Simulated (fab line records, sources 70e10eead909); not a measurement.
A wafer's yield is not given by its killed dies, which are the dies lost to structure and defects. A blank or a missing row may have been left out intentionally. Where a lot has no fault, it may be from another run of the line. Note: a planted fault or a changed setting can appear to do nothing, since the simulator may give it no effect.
fab line records	flow nandHarc
record lots=5	wafers=15	lastDay=24
route steps=1159 shown A_STAIRCASE@660 END@1159
lots that met no fault: from a run of the same line without faults
startH: hours from the record's opening day to when the first of the lot's shown wafers began	waitH: hours elapsed since this lot's preceding step	" as in the row above	L1.1+2: a single row standing in for several wafers	- either no value or no given start	* or withheld: withheld	< > ~ a bound
route shown NAME@n: names a module that has steps shown in the file, with the first one's number in the route	usual: mean and standard deviation over wafers with no fault	same: alike in all rows	chamber/n: place in a boat	sites: the reading at each site	_std_site: standard deviation across them	_edge_site: mean of outer sites minus mean of inner sites	radiusMm: how far each site lies from the wafer's centre	mask NAME#n: copy n	behind: the tool/chamber that last shaped the wafer	hold: cause of the lot's hold/its duration in hours/its outcome	device: the transistor (n, p or np) that didn't switch	end of line: at the end of the route, the tests of the same wafers	for a step that has no rows: nothing shown but its recipe	killed: count of dies lost to structure and defects at first sort (not the wafer's yield)	map: the dies of a wafer, with x for killed, . for not killed, _ for no die there
set.NAME: the setting that was run; set.NAME@STEP: the one run at that earlier step	model.NAME: the simulator's own value behind a step, which no gauge read
lots at some steps of the route; a table a step, a row a wafer
services: when a tool's chamber went out of use (startH, in hours from the record's first day, below 0 if earlier), for how many hours, and the reason
## steps
# step NHARC_A_STAIRCASE_PEB_287
# recipe pebTempC=115	pebTimeS=130
# step NHARC_A_STAIRCASE_DEVELOP_288
# recipe timeS=140
# step NHARC_A_STAIRCASE_HARDBAKE_290
# recipe tempC=120	timeS=140
# step NHARC_A_STAIRCASE_DESCUM_291
# recipe timeS=3	o2FlowSccm=200	arFlowSccm=0	biasPowerW=0	chemistry=O2
# usual drypumpMotorCurrentA=5.5/0.38	oesProductAu=1.002/0.0075	rfVppV=57.8/1	showerheadPlenumPTorr=1.92/0.1	throttleValvePct=11.312/0.0088
# same biasPowerW=0
lot.wafer	tool	chamber	startH	waitH	drypumpMotorCurrentA	oesProductAu	rfHoursCounterH	rfVppV	showerheadPlenumPTorr	throttleValvePct
L735.1	rieDiel-10	0	260.05	-	5.3	0.999	28	57.8	1.81	11.309
L735.4	"	1	"	"	5.4	0.988	25	58.1	2.07	11.310
L735.6	"	3	"	"	5.3	1.010	-	57.2	1.99	11.324
L734.4	rieDiel-01	0	264.51	-	5.6	0.988	45	57.3	1.84	11.312
L734.1	"	1	"	"	6.0	0.998	52	57.6	1.99	11.300
L734.3	"	2	"	"	5.4	1.000	53	56.2	1.81	11.321
L739.3	rieDiel-05	3	309.44	-	5.0	1.011	39	58.0	1.87	11.311
L739.2	"	2	"	"	5.3	1.010	47	57.5	1.93	11.323
L739.5	"	0	"	"	6.1	0.993	-	58.1	1.76	11.306
L744.2	rieDiel-10	1	341.26	-	5.4	0.999	56	59.2	2.06	11.313
L744.1	"	3	"	"	5.3	1.006	57	60.2	1.98	11.291
L744.4	"	0	"	"	5.2	1.003	57	58.6	1.80	11.306
L753.3	rieDiel-01	0	375.54	-	5.6	1.009	24	54.8	1.83	11.304
L753.1	"	1	"	"	6.0	0.995	22	59.4	1.98	11.304
L753.4	"	0	"	"	5.6	1.005	-	56.6	1.83	11.313
# step NHARC_A_STAIRCASE_ETCH_292
# recipe cf4FlowSccm=100	chf3FlowSccm=30	arFlowSccm=0	rfW=500	biasW=200	chemistry=CF4/CHF3
# step NHARC_A_STAIRCASE_HM_OPEN_460
# recipe o2FlowSccm=400	cosFlowSccm=20	arFlowSccm=0	rfW=500	biasW=300	chemistry=O2/COS
# step NHARC_A_STAIRCASE_STRIP_461
# recipe o2FlowSccm=400	cosFlowSccm=20	arFlowSccm=0	biasW=0	chemistry=O2/COS
# step NHARC_A_STAIRCASE_ETCH_452
# recipe targetDepthA=300	overetchA=30	timeS=16.5	ionEnergyEv=100	cf4FlowSccm=80	o2FlowSccm=20	arFlowSccm=0	rfW=300	biasW=100	chemistry=CF4/O2
# step NHARC_A_STAIRCASE_ETCH_294
# recipe targetDepthA=49920	timeS=1212.4	ionEnergyEv=800	c4f8FlowSccm=80	o2FlowSccm=60	arFlowSccm=withheld	rfW=600	biasW=3000	chemistry=C4F8/O2/Ar
# step NHARC_A_STAIRCASE_STRIP_295
# recipe o2FlowSccm=500	arFlowSccm=0	biasW=0	chemistry=O2
# usual drypumpMotorCurrentA=5.5/0.39	oesProductAu=1.002/0.0069	rfVppV=57.8/0.98	showerheadPlenumPTorr=3.53/0.18	throttleValvePct=17.038/0.0091
lot.wafer	tool	chamber	startH	waitH	drypumpMotorCurrentA	oesProductAu	rfHoursCounterH	rfVppV	showerheadPlenumPTorr	throttleValvePct
L735.1	rieDiel-10	2	-	-	6.1	1.002	25	59.3	3.71	17.041
L735.4	"	1	"	"	5.4	1.006	26	56.5	3.79	17.020
L735.6	"	3	"	"	5.3	1.006	-	57.4	3.66	17.031
L734.1	rieDiel-01	3	-	-	5.0	0.994	53	56.7	3.30	17.056
L734.4	"	0	"	"	5.6	1.000	46	56.4	3.40	17.038
L734.3	"	1	"	"	5.9	1.012	52	57.4	3.67	17.044
L739.2	rieDiel-05	2	-	-	5.3	1.004	48	57.3	3.55	17.034
L739.3	"	3	"	"	5.0	1.000	40	57.9	3.45	17.059
L739.5	"	1	"	"	6.0	0.996	-	57.9	3.50	17.040
L744.2	rieDiel-10	3	-	-	5.3	1.004	58	58.8	3.64	17.027
L744.4	"	0	"	"	5.3	1.006	57	56.8	3.34	17.027
L744.1	"	2	"	"	6.1	1.003	56	58.3	3.69	17.037
L753.3	rieDiel-01	3	-	-	5.0	1.004	29	57.3	3.79	17.043
L753.1	"	1	"	"	6.0	0.994	26	57.4	3.64	17.027
L753.4	"	1	"	"	6.0	0.995	-	57.0	3.64	17.033
# step NHARC_A_STAIRCASE_STRIP_296
# recipe timeS=900	tempC=130	chemistry=SPM
# step NHARC_A_STAIRCASE_PRECLEAN_297
# recipe timeS=*	tempC=50	bathAgeMin=0	chemistry=SC1
# usual bathGuardTempC=49.8/0.69	diwFlowMLMin=1415/4.3
lot.wafer	tool	chamber	startH	waitH	bathGuardTempC	diwFlowMLMin
L735.4	wetBench-01	1	261.93	-	49.5	1423
L735.1	"	2	"	"	49.7	1419
L735.6	"	3	"	"	49.2	1416
L734.3	wetBench-05	1	266.28	-	49.2	1413
L734.4	"	3	"	"	50.3	1417
L734.1	"	5	"	"	48.9	1416
L739.2	wetBench-05	6	311.22	-	49.5	1413
L739.5	"	0	"	"	48.7	1420
L739.3	"	1	"	"	48.9	1416
L744.2	wetBench-07	2	343.09	-	49.8	1418
L744.1	"	3	"	"	51.1	1410
L744.4	"	6	"	"	50.2	1415
L753.4	wetBench-01	5	380.03	-	50.2	1411
L753.1	"	6	"	"	49.7	1419
L753.3	"	0	"	"	50.5	1417
# step NHARC_A_STAIRCASE_SRD_298
# step NHARC_A_STAIRCASE_HM_DEP_462
# recipe targetThkA=8000	tempC=400	material=aC
# step NHARC_A_STAIRCASE_DEP_301
# recipe targetThkA=300	targetThkNm=30	tempC=400	pressureTorr=3.5	flowSccm=200	rfW=350	material=SiON
# step NHARC_A_STAIRCASE_DEHYDRATE_302
# recipe tempC=150	timeS=120
# step NHARC_A_STAIRCASE_HMDS_303
# recipe timeS=30
# step NHARC_A_STAIRCASE_COAT_304
# recipe spinRpm=1200
# step NHARC_A_STAIRCASE_SOFTBAKE_305
# recipe tempC=135	timeS=170
# step NHARC_A_STAIRCASE_EBR_306
# step NHARC_A_STAIRCASE_EXPOSE_307
# recipe na=0.5	doseMj=45.72	maskId=CHOP_50
# step NHARC_A_STAIRCASE_PEB_308
# recipe pebTempC=115	pebTimeS=130
# step NHARC_A_STAIRCASE_DEVELOP_309
# recipe timeS=140
# step NHARC_A_STAIRCASE_HARDBAKE_311
# recipe tempC=120	timeS=140
# step NHARC_A_STAIRCASE_DESCUM_312
# recipe timeS=3	o2FlowSccm=200	arFlowSccm=0	biasPowerW=0	chemistry=O2
# usual drypumpMotorCurrentA=5.5/0.4	oesProductAu=1.001/0.0078	rfVppV=57.7/1	showerheadPlenumPTorr=1.92/0.099	throttleValvePct=11.311/0.0086
# same biasPowerW=0
lot.wafer	tool	chamber	startH	waitH	drypumpMotorCurrentA	oesProductAu	rfHoursCounterH	rfVppV	showerheadPlenumPTorr	throttleValvePct
L735.4	rieDiel-10	0	265.29	-	5.2	1.008	29	58.0	1.81	11.306
L735.1	"	1	"	"	5.4	0.990	27	57.2	2.07	11.302
L735.6	"	0	"	"	5.2	1.015	-	57.2	1.81	11.309
L734.4	rieDiel-05	0	269.45	-	6.1	1.006	35	57.2	1.77	11.317
L734.3	"	1	"	"	6.0	0.995	32	57.9	1.90	11.319
L734.1	"	2	"	"	5.3	1.016	32	57.2	1.93	11.311
L739.3	rieDiel-05	3	316.40	-	5.0	1.007	42	57.7	1.87	11.314
L739.2	"	1	"	"	6.0	1.000	51	57.7	1.90	11.309
L739.5	"	3	"	"	5.0	1.004	-	57.2	1.87	11.328
L744.1	rieDiel-10	2	347.04	-	6.1	1.004	58	59.3	2.01	11.300
L744.2	"	3	"	"	5.3	1.001	59	57.0	1.98	11.312
L744.4	"	1	"	"	5.4	1.000	58	59.4	2.06	11.309
L753.3	rieDiel-01	0	383.40	-	5.6	0.995	29	56.3	1.83	11.318
L753.1	"	3	"	"	5.0	0.998	30	57.8	2.07	11.307
L753.4	"	1	"	"	6.0	1.001	-	58.0	1.98	11.322
# step NHARC_A_STAIRCASE_ETCH_313
# recipe cf4FlowSccm=100	chf3FlowSccm=30	arFlowSccm=0	rfW=500	biasW=200	chemistry=CF4/CHF3
# step NHARC_A_STAIRCASE_HM_OPEN_463
# recipe o2FlowSccm=400	cosFlowSccm=20	arFlowSccm=0	rfW=500	biasW=300	chemistry=O2/COS
# step NHARC_A_STAIRCASE_STRIP_464
# recipe o2FlowSccm=400	cosFlowSccm=20	arFlowSccm=0	biasW=0	chemistry=O2/COS
# step NHARC_A_STAIRCASE_ETCH_453
# recipe targetDepthA=300	overetchA=30	timeS=16.5	ionEnergyEv=100	cf4FlowSccm=80	o2FlowSccm=20	arFlowSccm=0	rfW=300	biasW=100	chemistry=CF4/O2
# step NHARC_A_STAIRCASE_ETCH_315
# recipe targetDepthA=25000	timeS=607.1	ionEnergyEv=800	c4f8FlowSccm=80	o2FlowSccm=60	arFlowSccm=withheld	rfW=600	biasW=3000	chemistry=C4F8/O2/Ar
# step NHARC_A_STAIRCASE_STRIP_316
# recipe o2FlowSccm=500	arFlowSccm=0	biasW=0	chemistry=O2
# usual drypumpMotorCurrentA=5.6/0.39	oesProductAu=1.003/0.0073	rfVppV=57.7/0.78	showerheadPlenumPTorr=3.53/0.17	throttleValvePct=17.037/0.0098
lot.wafer	tool	chamber	startH	waitH	drypumpMotorCurrentA	oesProductAu	rfHoursCounterH	rfVppV	showerheadPlenumPTorr	throttleValvePct
L735.1	rieDiel-10	0	-	-	5.2	1.003	30	57.1	3.35	17.054
L735.4	"	1	"	"	5.5	0.998	27	58.3	3.79	17.039
L735.6	"	3	"	"	5.3	0.993	-	60.1	3.66	17.040
L734.4	rieDiel-05	3	-	-	5.0	1.002	30	58.3	3.46	17.036
L734.1	"	0	"	"	6.1	0.991	36	57.7	3.28	17.033
L734.3	"	1	"	"	6.1	0.995	33	57.4	3.51	17.036
L739.3	rieDiel-05	1	-	-	6.1	1.001	52	57.3	3.50	17.034
L739.2	"	2	"	"	5.3	1.008	50	57.3	3.55	17.028
L739.5	"	0	"	"	6.1	1.002	-	58.2	3.27	17.018
L744.4	rieDiel-10	2	-	-	6.1	1.005	59	58.9	3.69	17.049
L744.1	"	0	"	"	5.2	1.005	61	57.1	3.34	17.045
L744.2	"	1	"	"	5.4	0.989	59	57.9	3.77	17.024
L753.1	rieDiel-01	1	-	-	6.0	1.000	27	58.3	3.64	17.042
L753.3	"	0	"	"	5.6	1.007	29	56.6	3.38	17.033
L753.4	"	3	"	"	5.0	1.002	-	57.6	3.79	17.036
# step NHARC_A_STAIRCASE_STRIP_317
# recipe timeS=900	tempC=130	chemistry=SPM
# step NHARC_A_STAIRCASE_PRECLEAN_318
# recipe timeS=*	tempC=50	bathAgeMin=0	chemistry=SC1
# step NHARC_A_STAIRCASE_SRD_329
# step NHARC_A_STAIRCASE_ALD_415
# recipe targetThkA=300	pulseTimeS=6	aldCycles=300	tempC=300	material=SiO2
# step NHARC_A_STAIRCASE_ETCHBACK_416
# recipe targetDepthA=360	timeS=7.2	c4f8FlowSccm=withheld	o2FlowSccm=8	arFlowSccm=withheld	rfW=600	biasW=800	chemistry=C4F8/O2/Ar
# step NHARC_A_STAIRCASE_STRIP_476
# recipe timeS=20	o2FlowSccm=500	arFlowSccm=0	biasW=0	chemistry=O2
# step NHARC_A_STAIRCASE_DEP_417
# recipe targetThkA=600	stepCoveragePct=20	tempC=400	targetThkNm=60	flowSccm=200	rfW=450	material=Si3N4
# usual heaterPowerW=703/78	showerheadVppV=1268/27
lot.wafer	tool	chamber	startH	waitH	heaterPowerW	showerheadVppV
L735.1	pecvd-03	1	269.51	-	696	1279
L735.4	"	2	"	"	566	1294
L735.6	"	1	"	"	698	1285
L734.1	pecvd-03	0	273.62	-	717	1232
L734.3	"	1	"	"	810	1296
L734.4	"	0	"	"	718	1260
L739.3	pecvd-03	0	320.76	-	686	1245
L739.2	"	1	"	"	772	1281
L739.5	"	1	"	"	771	1284
L744.1	pecvd-04	1	352.49	-	676	1290
L744.2	"	2	"	"	801	1260
L744.4	"	2	"	"	823	1282
L753.1	pecvd-01	1	387.78	-	732	1307
L753.3	"	0	"	"	872	1305
L753.4	"	2	"	"	615	1224
# step NHARC_END_SORT_01
# recipe tempC=25
# usual killedAtArray=28/8.9	killedAtOther=0.8/1.2	killedAtPeriphery=3.3/2.3	killedDies=32/9.4	killedOpen=3.2/1.8	killedShort=1.9/1.4
# same grossDies=677
lot.wafer	tool	chamber	startH	waitH	killedAtArray	killedAtOther	killedAtPeriphery	killedDies	killedOpen	killedShort
L744.2	prober-02	0	530.16	2.8	60	3	5	68	5	2
# killed by level:class
L744.2 A_STAIRCASE:unspecified=22 A_CHANNEL_HOLE_D1:chamberFilmFlake=14 A_CONTACT:chamberFilmFlake=12 A_STAIRCASE:chamberFilmFlake=7 THIN_TSV:chamberFilmFlake=3 A_M0:geometricParticle:short=2 P_STI:chamberFilmFlake=2 P_GATE:geometricParticle:open=1
# map L744.2 (x killed, . not)
____________.____________
_________......._________
_______....x.x...._______
______.............______
_____.x..........x.x_____
____.................____
____...............xx____
___.................x.___
___............x..x...___
__.....................__
__.....................__
_.......x..............._
_......................._
_.......x..............._
_..x...................._
_......................._
.........................
...x.....................
.......x.................
.......x...x.............
.........................
_.....x.x.....xx....x..._
_...x............x......_
_.......xx.............._
_x.x...................._
_.x.....x........x......_
__xx...................__
__xx.............x.....__
___xxx.........xxx....___
___xxxx...........x...___
____xxx.....x....xxx.____
____xxx..........xx..____
_____xxx..........x._____
______x.........xxx______
_______..........x_______
_________......._________
____________.____________
# map L753.3 (x killed, . not)
____________.____________
_________.x....._________
_______..........._______
______.............______
_____..............._____
____.................____
____.................____
___...................___
___.....x.......x..xxx___
__..x..................__
__...............x.....__
_.x.x...........xx.x...._
_...............xxxx...x_
_...............xxxx...._
_.................x....._
_...x...........xxx.x..._
................xxxx.....
.........x..........x....
...........xx............
.........................
........xx.....x.........
_........x.........x...._
_...............x......._
_.....x.x..............._
_......................._
_......................._
__.....................__
__.....................__
___...................___
___.........x.x.x.....___
____.................____
____....x............____
_____..............._____
______.............______
_______..........._______
_________......._________
____________.____________
## services
tool	chamber	startH	hours	kind
pecvd-01	-	237.00	13.0	pm
rieDiel-05	3	238.27	3.0	repair
pecvd-03	-	247.01	0.8	repair
rieDiel-10	0	259.13	-	clean
rieDiel-10	1	259.13	-	clean
rieDiel-10	2	259.13	-	clean
rieDiel-10	3	259.13	-	clean
wetBench-07	-	272.00	8.0	pm
rieDiel-10	0	283.67	-	clean
rieDiel-10	1	283.67	-	clean
rieDiel-10	2	283.67	-	clean
rieDiel-10	3	283.67	-	clean
pecvd-03	-	300.46	13.0	pm
rieDiel-10	0	308.17	-	clean
rieDiel-10	1	308.17	-	clean
rieDiel-10	2	308.17	-	clean
wetBench-05	-	313.34	5.8	repair
rieDiel-01	-	315.10	9.0	pm
rieDiel-05	-	340.75	9.0	pm
rieDiel-10	-	353.50	9.0	pm
pecvd-03	-	362.39	0.9	repair
rieDiel-01	2	370.60	14.2	repair
wetBench-05	-	372.80	8.0	pm
pecvd-04	-	376.82	13.0	pm
## key
firstSign step=NHARC_END_SORT_01	reading=killedDies	direction=up	sigmas=3.8	usual=32	struck=68
effect step=NHARC_END_SORT_01	reading=killedAtArray	direction=up	sigmas=3.6	usual=28	struck=60
moreKillsBornAt NHARC_A_STAIRCASE_PRECLEAN_297@wetBench-07=22
metAt NHARC_A_STAIRCASE_PRECLEAN_297
struckWafers L744.2
testerLeftOut L744
fault kind=chamberParticleSource	tool=wetBench-07	chamber=2	onsetH=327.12	steps=NHARC_A_STAIRCASE_PRECLEAN_297	ratePerVisitCm2=0.91846	endH=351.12
# testerLeftOut: of these lots the tester's yield and bins aren't shown, on N5 and GAA mostly nor the transistor test; their killed dies are dies lost to structure and defects alone, not to doping, threshold or leakage, so they don't give the yield
